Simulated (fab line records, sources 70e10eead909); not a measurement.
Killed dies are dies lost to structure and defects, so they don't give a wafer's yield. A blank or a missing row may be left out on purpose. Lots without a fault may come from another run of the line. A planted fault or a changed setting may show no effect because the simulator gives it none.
fab line records | flow nand_harc
record lots=24 wafers=72 last_day=33
route steps=1302 shown A_ZERO_WELL@412 A_SOURCE_PLATE@420 A_ONON_D1@446 A_CHANNEL_HOLE_D1@465
lots that met no fault: from a run of the same line without faults
start_h: hours from the record's first day to the start of the lot's first wafer shown | wait_h: hours since the lot's step before | " the same as in the row above | L1.1+2: a row that stands for several wafers | - no value, or no start given | * or withheld: withheld | < > ~ a bound
route shown NAME@n: a module of which the file shows steps, and the number in the route of the first | usual: mean/standard deviation of fault-free wafers | same: alike in all rows | chamber/n: place in a boat | sites: the reading at each site | _std_site: their standard deviation | _edge_site: outer sites' mean less inner sites' | radius_mm: how far each site lies from the wafer's centre | mask NAME#n: copy n | behind: the tool/chamber that last shaped the wafer | hold: why the lot was held/for how many hours/how that ended | device: the transistor (n, p or np) that didn't switch | end of line: the same wafers' tests at the end of the route | a step without rows: its recipe alone | killed: dies lost to structure and defects at the first sort, not the wafer's yield | map: a wafer's dies, x killed, . not, _ none there
set.NAME: the setting as run; set.NAME@STEP: as run at that earlier step | model.NAME: the simulator's own value behind a step, which no gauge read
steps of the route over a sample of lots; a table a step, a row a wafer
services: from which hour (start_h, from the record's first day; less than 0 if before it) a tool's chamber was out of use, for how many hours, and why
## steps
# step NHARC_A_ZERO_WELL_INSPECT_17
# usual raw_defect_count=10/5.5
# columns lot.wafer tool chamber start_h wait_h raw_defect_count
L074.1 defect_inspect-01 - 133.64 0.2 20
L074.3 " - " " 14
L074.5 " - " " 12
L075.2 defect_inspect-02 - 155.70 0.2 15
L075.3 " - " " 8
L075.4 " - " " 22
L076.1 defect_inspect-01 - 164.03 0.2 14
L076.3 " - " " 6
L076.4 " - " " 12
L077.1 defect_inspect-02 - 170.96 0.2 4
L077.2 " - " " 14
L077.6 " - " " 10
L078.2 defect_inspect-01 - 183.66 0.2 2
L078.4 " - " " 5
L078.6 " - " " 12
L079.3 defect_inspect-02 - 193.96 0.1 15
L079.5 " - " " 15
L079.6 " - " " 8
L080.1 defect_inspect-01 - 195.95 0.2 4
L080.4 " - " " 3
L080.5 " - " " 6
L081.2 defect_inspect-01 - 209.46 0.1 4
L081.3 " - " " 5
L081.6 " - " " 1
L082.1 defect_inspect-02 - 219.00 0.2 15
L082.4 " - " " 5
L082.5 " - " " 4
L083.1 defect_inspect-01 - 232.21 0.2 9
L083.3 " - " " 9
L083.5 " - " " 27
L084.1 defect_inspect-01 - 242.98 0.2 12
L084.3 " - " " 8
L084.5 " - " " 16
L085.2 defect_inspect-02 - 251.68 0.1 9
L085.3 " - " " 4
L085.6 " - " " 14
L086.1 defect_inspect-01 - 255.43 0.2 10
L086.3 " - " " 10
L086.4 " - " " 12
L087.1 defect_inspect-01 - 270.14 0.2 9
L087.2 " - " " 21
L087.6 " - " " 19
L088.1 defect_inspect-02 - 292.29 0.2 3
L088.3 " - " " 4
L088.5 " - " " 1
L089.3 defect_inspect-02 - 293.08 0.1 14
L089.5 " - " " 17
L089.6 " - " " 17
L090.1 defect_inspect-02 - 310.83 0.2 6
L090.2 " - " " 16
L090.4 " - " " 19
L091.4 defect_inspect-02 - 316.31 0.1 5
L091.5 " - " " 7
L091.6 " - " " 9
L092.4 defect_inspect-02 - 316.96 0.1 3
L092.5 " - " " 5
L092.6 " - " " 8
L093.1 defect_inspect-01 - 334.68 0.2 10
L093.4 " - " " 6
L093.5 " - " " 11
L094.1 defect_inspect-02 - 335.53 0.2 8
L094.4 " - " " 7
L094.5 " - " " 9
L095.1 defect_inspect-01 - 344.93 0.2 12
L095.3 " - " " 9
L095.5 " - " " 9
L096.1 defect_inspect-01 - 355.13 0.2 8
L096.4 " - " " 15
L096.6 " - " " 7
L097.1 defect_inspect-02 - 374.51 0.6 7
L097.3 " - " " 8
L097.4 " - " " 10
# step NHARC_A_SOURCE_PLATE_THK_MEAS_06
# recipe thk_meas_gauge=ellipsometry
# usual thk_nm=199.9/2.3
# columns lot.wafer tool chamber start_h wait_h thk_nm
L074.1 film_metro-02 - 153.05 0.4 199.6
L074.3 " - " " 199.9
L074.5 " - " " 201.0
L075.2 film_metro-02 - 177.50 0.4 200.7
L075.3 " - " " 199.2
L075.4 " - " " 200.7
L076.1 film_metro-01 - 185.25 0.4 200.4
L076.3 " - " " 201.5
L076.4 " - " " 201.6
L077.1 film_metro-01 - 194.57 0.4 198.8
L077.2 " - " " 195.7
L077.6 " - " " 196.0
L078.2 film_metro-01 - 207.16 0.4 196.5
L078.4 " - " " 199.2
L078.6 " - " " 199.9
L080.1 film_metro-01 - 213.84 0.4 198.6
L080.4 " - " " 197.5
L080.5 " - " " 199.8
L079.3 film_metro-02 - 213.84 0.4 196.6
L079.5 " - " " 195.4
L079.6 " - " " 196.7
L081.2 film_metro-01 - 229.85 0.4 198.3
L081.3 " - " " 202.4
L081.6 " - " " 202.6
L082.1 film_metro-01 - 238.84 0.4 198.4
L082.4 " - " " 199.0
L082.5 " - " " 199.4
L083.1 film_metro-01 - 255.56 0.4 202.6
L083.3 " - " " 203.0
L083.5 " - " " 200.2
L084.1 film_metro-01 - 266.30 0.4 198.9
L084.3 " - " " 201.3
L084.5 " - " " 200.6
L086.1 film_metro-01 - 273.56 0.4 200.1
L086.3 " - " " 201.6
L086.4 " - " " 202.0
L085.2 film_metro-02 - 273.56 0.4 196.1
L085.3 " - " " 195.8
L085.6 " - " " 197.4
L087.1 film_metro-02 - 290.30 0.4 197.0
L087.2 " - " " 197.1
L087.6 " - " " 198.0
L088.1 film_metro-02 - 313.98 0.4 201.8
L088.3 " - " " 204.4
L088.5 " - " " 202.8
L089.3 film_metro-01 - 314.00 0.4 201.5
L089.5 " - " " 200.3
L089.6 " - " " 199.9
L090.1 film_metro-01 - 331.97 0.4 202.8
L090.2 " - " " 203.1
L090.4 " - " " 201.6
L091.4 film_metro-01 - 340.14 0.4 198.4
L091.5 " - " " 195.8
L091.6 " - " " 200.5
L092.4 film_metro-02 - 340.14 0.4 203.1
L092.5 " - " " 202.0
L092.6 " - " " 200.9
L094.1 film_metro-02 - 357.17 0.4 201.7
L094.4 " - " " 201.5
L094.5 " - " " 198.6
L093.1 film_metro-01 - 357.20 0.4 202.3
L093.4 " - " " 201.3
L093.5 " - " " 201.1
L095.1 film_metro-01 - 365.58 0.4 199.3
L095.3 " - " " 198.5
L095.5 " - " " 198.2
L096.1 film_metro-01 - 374.91 0.4 201.2
L096.4 " - " " 201.3
L096.6 " - " " 201.7
L097.1 film_metro-02 - 394.19 0.4 200.0
L097.3 " - " " 197.2
L097.4 " - " " 200.1
# step NHARC_A_ONON_D1_DEP_33
# recipe target_thk_a=2000 temp_c=400 pressure_torr=6.5 rf_w=900 teos_flow_sccm=161.4 flow_sccm=2650 target_thk_nm=200 gas=O2 material=SiO2
# usual flow_sccm=2650/9.3 heater_power_w=544/120 susceptor_temp_C=400.00/0.22 throttle_valve_pct=15.8/0.55
# columns lot.wafer tool chamber start_h wait_h flow_sccm heater_power_w susceptor_temp_C throttle_valve_pct
L074.3 pecvd-02 2 166.49 0.1 2638 727 400.14 15.3
L074.1 " 0 " " 2644 337 399.76 16.3
L074.5 " 1 " " 2640 386 399.87 16.3
L075.2 pecvd-02 2 190.53 0.1 2635 655 399.95 15.2
L075.3 " 0 " " 2646 386 399.99 16.4
L075.4 " 2 " " 2641 652 400.11 15.2
L076.1 pecvd-03 0 200.14 0.1 2639 683 399.87 15.6
L076.3 " 1 " " 2644 368 400.10 14.9
L076.4 " 1 " " 2649 385 399.86 14.9
L077.2 pecvd-01 2 223.21 0.1 2648 595 399.80 16.3
L077.1 " 1 " " 2646 626 400.13 15.7
L077.6 " 0 " " 2655 416 399.91 16.2
L078.2 pecvd-03 0 223.25 0.1 2646 596 400.17 16.0
L078.4 " 2 " " 2649 595 400.27 15.9
L078.6 " 1 " " 2645 412 399.90 15.3
L079.3 pecvd-01 2 228.08 0.1 2659 670 399.80 16.6
L079.6 " 2 " " 2670 694 399.91 16.3
L079.5 " 1 " " 2652 645 400.21 15.4
L080.1 pecvd-03 0 228.08 0.1 2657 682 400.09 15.4
L080.5 " 0 " " 2662 666 399.74 15.9
L080.4 " 1 " " 2637 456 400.00 15.2
L081.3 pecvd-02 0 246.36 0.1 2643 426 400.11 15.9
L081.2 " 1 " " 2642 497 400.23 15.5
L081.6 " 1 " " 2647 367 400.33 15.9
L082.1 pecvd-02 0 254.13 0.1 2642 401 399.87 16.1
L082.4 " 2 " " 2658 751 399.81 14.2
L082.5 " 1 " " 2642 435 399.98 15.9
L083.1 pecvd-03 2 268.63 0.1 2663 540 399.76 15.9
L083.3 " 0 " " 2646 538 399.97 15.9
L083.5 " 1 " " 2645 453 399.79 14.9
L084.1 pecvd-03 2 279.34 0.1 2668 510 400.20 15.9
L084.3 " 0 " " 2647 647 400.22 16.1
L084.5 " 2 " " 2650 521 400.00 15.8
L086.1 pecvd-01 1 287.14 0.1 2654 649 400.00 15.9
L086.3 " 0 " " 2648 380 400.05 16.5
L086.4 " 1 " " 2648 655 400.27 15.8
L085.2 pecvd-02 1 287.15 0.1 2640 471 400.07 15.9
L085.3 " 0 " " 2647 417 399.78 16.4
L085.6 " 2 " " 2646 747 400.01 14.3
L087.2 pecvd-03 2 303.39 0.1 2650 521 399.45 16.1
L087.1 " 0 " " 2663 649 400.50 16.2
L087.6 " 1 " " 2644 462 399.77 15.0
L088.1 pecvd-03 1 327.86 0.3 2647 476 399.81 14.9
L088.3 " 2 " " 2662 547 399.86 15.8
L088.5 " 1 " " 2643 348 399.97 15.3
L089.3 pecvd-02 0 327.90 0.3 2659 410 400.07 16.2
L089.5 " 1 " " 2646 484 400.25 15.7
L089.6 " 2 " " 2652 735 400.13 14.6
L090.1 pecvd-03 0 348.18 0.1 2671 673 399.89 16.2
L090.2 " 1 " " 2633 403 400.32 15.3
L090.4 " 1 " " 2637 417 399.74 15.4
L091.5 pecvd-01 0 354.45 0.2 2670 519 399.90 15.8
L091.4 " 1 " " 2661 547 400.34 16.0
L091.6 " 2 " " 2650 682 400.26 16.2
L092.4 pecvd-02 0 354.45 0.2 2654 390 399.64 16.2
L092.5 " 1 " " 2652 483 399.42 16.2
L092.6 " 2 " " 2664 704 399.74 14.5
L094.1 pecvd-02 0 370.12 0.1 2660 406 399.84 16.5
L094.4 " 2 " " 2643 749 400.43 14.8
L094.5 " 0 " " 2651 415 399.88 16.0
L093.1 pecvd-01 1 370.22 0.1 2649 608 399.79 15.4
L093.4 " 0 " " 2649 517 400.15 16.0
L093.5 " 2 " " 2649 655 399.85 16.2
L095.1 pecvd-01 0 378.69 0.1 2633 546 400.04 16.1
L095.3 " 1 " " 2649 664 400.23 15.6
L095.5 " 2 " " 2649 622 399.83 16.0
L096.1 pecvd-01 1 389.71 0.1 2660 660 400.53 15.7
L096.6 " 1 " " 2654 665 400.32 16.1
L096.4 " 2 " " 2651 691 400.02 16.1
L097.3 pecvd-01 2 411.62 0.2 2652 685 400.43 16.1
L097.1 " 0 " " 2643 531 400.07 16.1
L097.4 " 2 " " 2653 697 400.15 16.1
# step NHARC_A_CHANNEL_HOLE_D1_DESCUM_15
# recipe time_s=3 o2_flow_sccm=200 ar_flow_sccm=0 bias_power_w=0 chemistry=O2
# usual drypump_motor_current_A=5.7/0.52 o2_flow_sccm=200.1/0.55 oes_product_au=0.997/0.012 rf_vpp_V=57.5/0.92 showerhead_plenum_p_Torr=1.88/0.069 throttle_valve_pct=11.310/0.0086
# columns lot.wafer tool chamber start_h wait_h drypump_motor_current_A o2_flow_sccm oes_product_au rf_hours_counter_h rf_vpp_V showerhead_plenum_p_Torr throttle_valve_pct
L074.3 rie_diel-09 0 170.13 0.2 5.2 199.4 1.007 3 56.8 1.85 11.301
L074.1 " 3 " " 6.4 200.0 1.007 3 56.8 1.81 11.314
L074.5 " 3 " " 6.4 199.7 1.007 - 56.8 1.81 11.302
L075.3 rie_diel-13 3 199.05 0.1 5.1 201.1 1.003 1 56.8 1.90 11.300
L075.2 " 0 " " 5.5 199.5 0.996 1 59.3 1.96 11.301
L075.4 " 1 " " 6.4 198.6 1.000 1 56.6 1.87 11.327
L076.3 rie_diel-13 1 206.11 0.1 6.4 200.9 0.986 2 57.0 1.87 11.310
L076.1 " 2 " " 5.4 199.6 0.990 1 56.6 1.86 11.324
L076.4 " 3 " " 5.1 200.5 0.988 2 56.6 1.90 11.304
L078.2 rie_diel-13 1 226.60 0.1 6.4 200.3 0.998 4 58.1 1.87 11.309
L078.4 " 2 " " 5.4 199.6 0.983 - 58.3 1.86 11.308
L078.6 " 0 " " 5.5 199.7 0.991 - 56.5 1.96 11.315
L077.1 rie_diel-09 3 227.55 0.1 6.4 200.1 0.995 29 59.4 1.80 11.318
L077.2 " 2 " " 5.2 200.4 0.998 25 58.4 2.07 11.303
L077.6 " 0 " " 5.2 200.7 0.994 - 58.8 1.84 11.315
L080.4 rie_diel-08 1 232.26 0.1 6.2 200.3 0.998 10 58.0 1.94 11.317
L080.1 " 2 " " 5.4 200.4 1.004 9 57.0 1.87 11.312
L080.5 " 0 " " 4.9 199.6 0.999 - 57.2 1.79 11.310
L079.3 rie_diel-09 1 232.85 0.1 5.7 200.0 0.983 23 58.6 2.05 11.308
L079.6 " 3 " " 6.4 200.2 1.011 - 59.0 1.80 11.307
L079.5 " 0 " " 5.2 199.4 0.997 - 57.8 1.84 11.300
L081.2 rie_diel-13 3 253.13 0.1 5.1 200.5 0.991 3 58.8 1.90 11.313
L081.3 " 1 " " 6.4 200.3 0.998 5 56.5 1.87 11.321
L081.6 " 3 " " 5.1 200.5 0.994 - 56.9 1.90 11.298
L082.1 rie_diel-13 1 260.22 0.1 6.4 200.5 0.976 6 57.2 1.87 11.306
L082.4 " 0 " " 5.5 201.0 0.969 - 59.8 1.96 11.323
L082.5 " 3 " " 5.1 201.0 0.989 - 57.3 1.90 11.304
L083.3 rie_diel-08 0 271.85 0.1 4.9 200.2 1.005 22 55.6 1.78 11.320
L083.1 " 2 " " 5.5 199.2 1.010 20 56.7 1.86 11.305
L083.5 " 0 " " 4.9 200.2 1.020 - 56.8 1.78 11.325
L084.1 rie_diel-13 3 285.08 0.1 5.1 200.4 0.994 6 57.6 1.90 11.310
L084.3 " 2 " " 5.4 200.6 0.982 7 58.2 1.86 11.307
L084.5 " 0 " " 5.5 199.9 0.984 - 59.0 1.96 11.308
L085.3 rie_diel-13 1 291.25 0.1 6.4 199.4 0.981 8 57.4 1.87 11.327
L085.2 " 2 " " 5.4 200.4 0.986 8 58.7 1.86 11.306
L085.6 " 1 " " 6.4 200.1 0.993 - 57.4 1.87 11.304
L086.3 rie_diel-08 3 291.97 0.1 6.2 200.6 1.013 24 56.3 1.80 11.302
L086.4 " 0 " " 4.9 200.8 1.021 27 56.9 1.78 11.311
L086.1 " 1 " " 6.2 200.7 1.017 28 57.7 1.94 11.316
L087.1 rie_diel-13 1 306.98 0.1 6.4 199.4 0.987 10 56.5 1.86 11.308
L087.2 " 3 " " 5.1 200.7 0.997 10 57.0 1.90 11.319
L087.6 " 1 " " 6.4 200.3 0.996 - 57.0 1.87 11.298
L089.3 rie_diel-13 3 335.72 0.1 5.1 199.3 0.994 11 57.9 1.90 11.311
L089.6 " 1 " " 6.4 200.5 0.992 - 58.5 1.86 11.306
L089.5 " 2 " " 5.3 200.5 0.971 - 57.9 1.86 11.299
L088.3 rie_diel-08 2 336.94 0.1 5.4 201.0 1.008 37 57.8 1.86 11.317
L088.1 " 0 " " 4.9 200.8 1.002 44 58.9 1.78 11.321
L088.5 " 2 " " 5.5 200.7 1.012 - 57.1 1.86 11.308
L090.1 rie_diel-13 3 351.40 0.1 5.1 200.2 1.003 0 56.9 1.90 11.300
L090.4 " 1 " " 6.4 201.2 1.017 0 57.3 1.86 11.311
L090.2 " 2 " " 5.4 200.0 0.978 0 57.2 1.86 11.289
L091.4 rie_diel-09 0 358.58 0.1 5.2 200.1 0.991 9 58.0 1.83 11.316
L091.5 " 2 " " 5.2 200.2 0.986 - 59.8 2.05 11.309
L091.6 " 3 " " 6.4 200.1 0.995 - 57.6 1.79 11.315
L092.4 rie_diel-08 2 359.27 0.1 5.4 200.2 1.018 45 57.3 1.86 11.308
L092.5 " 0 " " 4.9 199.9 1.001 - 56.6 1.77 11.312
L092.6 " 1 " " 6.2 200.2 1.016 - 58.4 1.93 11.313
L094.4 rie_diel-13 1 374.49 0.1 6.4 199.0 1.014 2 56.4 1.86 11.304
L094.1 " 0 " " 5.5 200.2 1.001 2 57.6 1.96 11.317
L094.5 " 2 " " 5.4 200.5 0.978 - 56.2 1.86 11.298
L093.1 rie_diel-13 0 376.38 0.1 5.5 199.3 0.999 3 58.1 1.96 11.302
L093.4 " 3 " " 5.1 199.4 0.996 3 56.6 1.90 11.320
L093.5 " 0 " " 5.5 200.1 1.007 - 59.0 1.96 11.321
L095.1 rie_diel-08 2 384.44 0.1 5.4 199.9 1.012 2 55.8 1.85 11.298
L095.3 " 1 " " 6.2 199.8 0.990 2 58.0 1.93 11.311
L095.5 " 3 " " 6.2 199.4 1.008 - 57.2 1.79 11.318
L096.4 rie_diel-13 3 393.09 0.1 5.1 199.1 0.982 4 57.0 1.90 11.320
L096.1 " 0 " " 5.5 199.8 1.004 4 57.0 1.96 11.313
L096.6 " 1 " " 6.4 200.0 1.000 - 57.5 1.86 11.316
L097.1 rie_diel-13 1 415.46 0.1 6.4 200.5 0.998 5 58.1 1.86 11.307
L097.4 " 2 " " 5.4 199.9 1.004 5 57.4 1.86 11.307
L097.3 " 0 " " 5.5 200.1 0.997 5 57.5 1.96 11.305
# step NHARC_A_CHANNEL_HOLE_D1_ETCH_38
# recipe target_depth_a=390 over_etch_frac=0.3 time_s=65 ion_energy_ev=80 cf4_flow_sccm=150 ar_flow_sccm=0 rf_w=300 bias_w=100 chemistry=CF4
# usual drypump_motor_current_A=5.7/0.51 oes_product_au=0.997/0.011 rf_vpp_V=151.0/1.1 showerhead_plenum_p_Torr=1.75/0.06 throttle_valve_pct=13.284/0.0095
# columns lot.wafer tool chamber start_h wait_h drypump_motor_current_A oes_product_au rf_hours_counter_h rf_vpp_V showerhead_plenum_p_Torr throttle_valve_pct
L074.3 rie_diel-09 1 170.39 0.3 5.8 0.986 3 152.5 1.89 13.280
L074.1 " 3 " " 6.4 0.993 3 150.5 1.68 13.293
L074.5 " 3 " " 6.4 0.999 - 151.6 1.68 13.284
L075.3 rie_diel-13 0 199.13 0.1 5.5 0.992 1 152.1 1.81 13.278
L075.2 " 1 " " 6.4 0.993 1 150.7 1.73 13.288
L075.4 " 2 " " 5.4 0.990 1 149.5 1.73 13.297
L076.4 rie_diel-13 0 206.19 0.1 5.5 0.993 2 151.7 1.81 13.269
L076.1 " 1 " " 6.4 0.981 2 151.6 1.73 13.279
L076.3 " 3 " " 5.1 0.995 2 151.9 1.76 13.284
L078.2 rie_diel-13 1 226.68 0.1 6.4 0.992 4 150.7 1.73 13.286
L078.4 " 1 " " 6.4 1.002 - 151.1 1.73 13.290
L078.6 " 2 " " 5.4 0.999 - 150.9 1.72 13.274
L077.1 rie_diel-09 3 227.63 0.1 6.4 1.005 29 150.7 1.67 13.269
L077.2 " 2 " " 5.2 1.000 25 151.7 1.90 13.292
L077.6 " 0 " " 5.2 1.006 - 151.0 1.71 13.286
L080.4 rie_diel-08 3 232.34 0.1 6.2 0.991 9 149.5 1.67 13.261
L080.1 " 0 " " 4.9 1.012 11 150.3 1.66 13.289
L080.5 " 2 " " 5.4 1.005 - 151.5 1.73 13.277
L079.3 rie_diel-09 0 232.94 0.1 5.2 0.996 24 150.7 1.71 13.287
L079.5 " 2 " " 5.3 1.002 - 153.9 1.90 13.284
L079.6 " 3 " " 6.4 1.006 - 150.8 1.67 13.281
L081.3 rie_diel-13 0 253.21 0.1 5.5 0.978 5 151.7 1.81 13.276
L081.2 " 2 " " 5.4 0.980 5 149.7 1.72 13.289
L081.6 " 3 " " 5.1 0.985 - 151.1 1.76 13.269
L082.1 rie_diel-13 3 260.32 0.1 5.1 0.990 4 150.4 1.76 13.280
L082.4 " 3 " " 5.1 0.991 - 150.7 1.76 13.277
L082.5 " 0 " " 5.5 0.988 - 152.6 1.81 13.302
L083.1 rie_diel-08 1 271.93 0.1 6.2 1.021 23 150.7 1.79 13.282
L083.3 " 2 " " 5.4 1.024 20 150.0 1.73 13.281
L083.5 " 1 " " 6.2 1.016 - 151.4 1.79 13.278
L084.1 rie_diel-13 0 285.17 0.1 5.5 0.997 8 151.7 1.81 13.306
L084.3 " 1 " " 6.4 0.995 8 151.1 1.73 13.281
L084.5 " 1 " " 6.4 0.991 - 151.2 1.73 13.296
L085.3 rie_diel-13 0 291.34 0.1 5.5 1.003 8 150.8 1.81 13.297
L085.2 " 2 " " 5.4 0.973 8 150.3 1.72 13.288
L085.6 " 3 " " 5.1 0.987 - 151.6 1.76 13.295
L086.4 rie_diel-08 3 292.06 0.1 6.2 1.007 24 151.0 1.67 13.279
L086.1 " 1 " " 6.2 1.013 28 151.4 1.79 13.269
L086.3 " 2 " " 5.4 1.014 25 150.6 1.72 13.277
L087.1 rie_diel-13 0 307.06 0.1 5.5 0.999 11 150.4 1.81 13.276
L087.2 " 3 " " 5.1 0.988 10 150.3 1.76 13.279
L087.6 " 1 " " 6.4 0.986 - 152.2 1.73 13.290
L089.3 rie_diel-13 1 335.79 0.1 6.4 0.996 11 150.5 1.73 13.279
L089.5 " 0 " " 5.5 0.999 - 152.6 1.81 13.282
L089.6 " 1 " " 6.4 0.986 - 150.5 1.73 13.274
L088.1 rie_diel-08 3 337.01 0.1 6.2 1.001 38 150.5 1.67 13.273
L088.3 " 0 " " 4.9 1.022 44 150.0 1.65 13.272
L088.5 " 3 " " 6.2 0.998 - 150.4 1.67 13.276
L090.4 rie_diel-13 1 351.48 0.1 6.4 1.018 0 151.0 1.73 13.282
L090.1 " 2 " " 5.4 0.982 0 150.5 1.72 13.268
L090.2 " 0 " " 5.6 0.995 0 152.3 1.81 13.310
L091.4 rie_diel-09 3 358.65 0.1 6.4 0.997 11 151.0 1.66 13.286
L091.6 " 3 " " 6.4 1.002 - 148.2 1.66 13.278
L091.5 " 0 " " 5.2 0.993 - 151.9 1.70 13.281
L092.4 rie_diel-08 0 359.35 0.1 4.9 1.005 52 148.7 1.65 13.289
L092.6 " 2 " " 5.4 1.011 - 151.2 1.72 13.282
L092.5 " 3 " " 6.2 1.004 - 149.9 1.66 13.302
L094.1 rie_diel-13 2 374.58 0.1 5.4 0.981 2 150.5 1.72 13.272
L094.4 " 0 " " 5.5 1.001 2 153.4 1.81 13.283
L094.5 " 1 " " 6.4 1.008 - 150.6 1.73 13.289
L093.4 rie_diel-13 2 376.46 0.1 5.4 0.978 2 150.9 1.72 13.283
L093.1 " 0 " " 5.5 1.003 3 150.7 1.81 13.288
L093.5 " 3 " " 5.1 1.011 - 151.5 1.75 13.277
L095.1 rie_diel-08 2 384.53 0.1 5.4 1.006 2 151.4 1.72 13.295
L095.3 " 3 " " 6.2 0.996 1 149.1 1.66 13.274
L095.5 " 2 " " 5.4 1.012 - 151.1 1.72 13.298
L096.1 rie_diel-13 2 393.16 0.1 5.4 0.998 4 150.6 1.72 13.300
L096.4 " 1 " " 6.4 1.000 3 151.0 1.73 13.294
L096.6 " 3 " " 5.1 1.000 - 152.1 1.75 13.299
L097.4 rie_diel-13 3 415.55 0.1 5.1 0.976 6 150.8 1.75 13.289
L097.3 " 0 " " 5.5 0.992 5 150.4 1.81 13.289
L097.1 " 1 " " 6.4 0.997 5 149.5 1.73 13.270
# step NHARC_A_CHANNEL_HOLE_D1_ETCH_20
# recipe bias_v=3000 source_w=withheld pressure_mtorr=20 time_s=361.9 ar_flow_sccm=375 c4f8_flow_sccm=89.3 o2_flow_sccm=35.7 temp_c=-20 target_depth_a=16000 chemistry=C4F8/O2/Ar
# usual drypump_motor_current_A=5.29/0.19 o2_flow_sccm=35.69/0.12 showerhead_plenum_p_Torr=3.62/0.085 throttle_valve_pct=32.154/0.0098
# columns lot.wafer tool chamber start_h wait_h drypump_motor_current_A o2_flow_sccm rf_hours_counter_h showerhead_plenum_p_Torr throttle_valve_pct
L074.1 har_etch-01 0 172.19 0.1 5.38 35.47 84 3.64 32.128
L074.3 " 0 " " 5.39 35.59 - 3.64 32.145
L074.5 " 1 " " 4.94 35.69 - 3.73 32.155
L075.2 har_etch-02 1 202.38 0.1 5.25 35.81 294 3.56 32.146
L075.4 " 0 " " 5.47 35.66 - 3.64 32.149
L075.3 " 1 " " 5.23 35.90 - 3.56 32.146
L076.1 har_etch-02 0 207.45 0.1 5.46 35.67 313 3.63 32.171
L076.4 " 1 " " 5.31 35.72 - 3.56 32.154
L076.3 " 0 " " 5.45 35.69 - 3.63 32.164
L078.2 har_etch-02 0 228.09 0.1 5.45 35.66 321 3.63 32.159
L078.4 " 0 " " 5.47 35.76 - 3.63 32.156
L078.6 " 1 " " 5.31 35.70 - 3.56 32.162
L077.1 har_etch-01 1 228.84 0.1 4.96 35.80 111 3.72 32.143
L077.2 " 0 " " 5.43 35.93 111 3.62 32.161
L077.6 " 0 " " 5.40 35.80 - 3.62 32.154
L080.1 har_etch-01 0 236.81 0.1 5.42 35.68 119 3.62 32.150
L080.4 " 0 " " 5.40 35.68 - 3.62 32.151
L080.5 " 1 " " 4.94 35.73 - 3.72 32.155
L079.3 har_etch-02 0 239.84 0.2 5.46 35.53 - 3.62 32.147
L079.6 " 0 " " 5.46 35.71 - 3.62 32.144
L079.5 " 1 " " 5.28 35.93 - 3.55 32.149
L081.2 har_etch-02 1 256.95 0.1 5.26 35.61 325 3.55 32.161
L081.3 " 1 " " 5.28 35.73 - 3.55 32.160
L081.6 " 1 " " 5.29 35.66 - 3.55 32.153
L082.1 har_etch-02 0 261.75 0.1 5.43 35.79 344 3.62 32.179
L082.4 " 1 " " 5.27 35.67 - 3.55 32.140
L082.5 " 0 " " 5.42 35.74 - 3.62 32.142
L083.1 har_etch-02 0 273.20 0.1 5.46 35.72 347 3.61 32.165
L083.3 " 0 " " 5.44 35.86 - 3.61 32.159
L083.5 " 0 " " 5.46 35.90 - 3.62 32.177
L084.1 har_etch-01 0 291.29 0.1 5.40 35.45 149 3.60 32.152
L084.3 " 1 " " 4.96 35.62 - 3.70 32.154
L084.5 " 0 " " 5.42 35.75 - 3.60 32.160
L085.2 har_etch-02 1 295.68 0.1 5.29 35.70 351 3.53 32.173
L085.3 " 0 " " 5.47 35.82 - 3.60 32.150
L085.6 " 1 " " 5.29 35.64 - 3.53 32.159
L086.1 har_etch-01 1 299.27 0.1 4.95 35.66 157 3.69 32.167
L086.3 " 1 " " 4.95 35.62 - 3.69 32.146
L086.4 " 0 " " 5.42 35.53 - 3.60 32.148
L087.2 har_etch-02 0 308.28 0.1 5.46 35.55 370 3.60 32.160
L087.1 " 1 " " 5.27 35.53 355 3.53 32.156
L087.6 " 1 " " 5.26 35.67 - 3.53 32.160
L089.3 har_etch-02 1 337.10 0.2 5.25 35.90 - 3.53 32.146
L089.5 " 1 " " 5.26 35.72 - 3.53 32.155
L089.6 " 0 " " 5.46 35.95 - 3.60 32.140
L088.1 har_etch-02 1 341.21 0.1 5.28 35.59 371 3.52 32.175
L088.3 " 0 " " 5.49 35.71 - 3.59 32.156
L088.5 " 1 " " 5.25 35.77 - 3.52 32.151
L090.2 har_etch-02 0 352.68 0.1 5.45 35.71 394 3.59 32.157
L090.1 " 1 " " 5.24 35.83 379 3.52 32.142
L090.4 " 1 " " 5.24 35.84 - 3.52 32.157
L091.4 har_etch-02 0 359.96 0.2 5.44 35.65 - 3.59 32.154
L091.5 " 0 " " 5.45 35.63 - 3.59 32.141
L091.6 " 1 " " 5.23 35.61 - 3.52 32.140
L092.4 har_etch-01 0 362.27 0.2 5.41 35.66 - 3.58 32.162
L092.6 " 1 " " 4.95 35.67 - 3.68 32.169
L092.5 " 0 " " 5.40 35.69 - 3.58 32.162
L094.1 har_etch-01 0 375.78 0.1 5.42 35.63 198 3.57 32.150
L094.4 " 1 " " 4.97 35.70 - 3.67 32.159
L094.5 " 1 " " 4.94 35.76 - 3.67 32.147
L093.1 har_etch-01 0 379.97 0.1 5.38 35.63 202 3.57 32.149
L093.4 " 1 " " 4.96 35.61 - 3.67 32.159
L093.5 " 1 " " 4.93 35.53 - 3.67 32.160
L095.1 har_etch-01 0 392.13 0.1 5.44 35.79 214 3.57 32.155
L095.3 " 1 " " 4.96 35.58 - 3.66 32.173
L095.5 " 1 " " 4.96 35.71 - 3.66 32.161
L096.1 har_etch-01 1 396.30 0.1 4.93 35.55 217 3.66 32.169
L096.4 " 0 " " 5.42 35.53 - 3.56 32.158
L096.6 " 0 " " 5.44 35.57 - 3.56 32.131
L097.1 har_etch-02 0 416.81 0.1 5.44 35.58 11 3.93 32.155
L097.3 " 1 " " 5.27 35.69 - 3.93 32.164
L097.4 " 0 " " 5.46 35.86 - 3.93 32.155
## services
# columns tool chamber start_h hours kind
rie_diel-09 - 143.16 9.0 pm
har_etch-01 - 148.07 1.1 repair
rie_diel-13 - 165.00 9.0 pm
pecvd-01 1 168.87 4.3 repair
rie_diel-09 2 169.56 5.1 repair
pecvd-01 2 171.26 11.4 repair
pecvd-03 - 185.00 13.0 pm
rie_diel-08 - 190.80 9.0 pm
pecvd-01 - 214.78 0.8 repair
rie_diel-13 3 220.92 13.1 repair
pecvd-02 - 227.10 13.0 pm
rie_diel-08 - 236.86 2.0 repair
pecvd-01 1 253.00 8.1 repair
rie_diel-13 2 258.89 6.1 repair
rie_diel-13 0 268.64 1.2 repair
pecvd-03 - 283.82 4.8 repair
rie_diel-09 3 286.05 2.4 repair
pecvd-01 - 311.00 13.0 pm
rie_diel-08 - 326.70 0.1 repair
rie_diel-13 - 342.03 9.0 pm
rie_diel-08 - 367.86 9.0 pm
har_etch-02 - 377.36 17.0 pm
rie_diel-08 3 380.36 3.6 repair
rie_diel-13 2 406.79 7.9 repair
## key
fault none
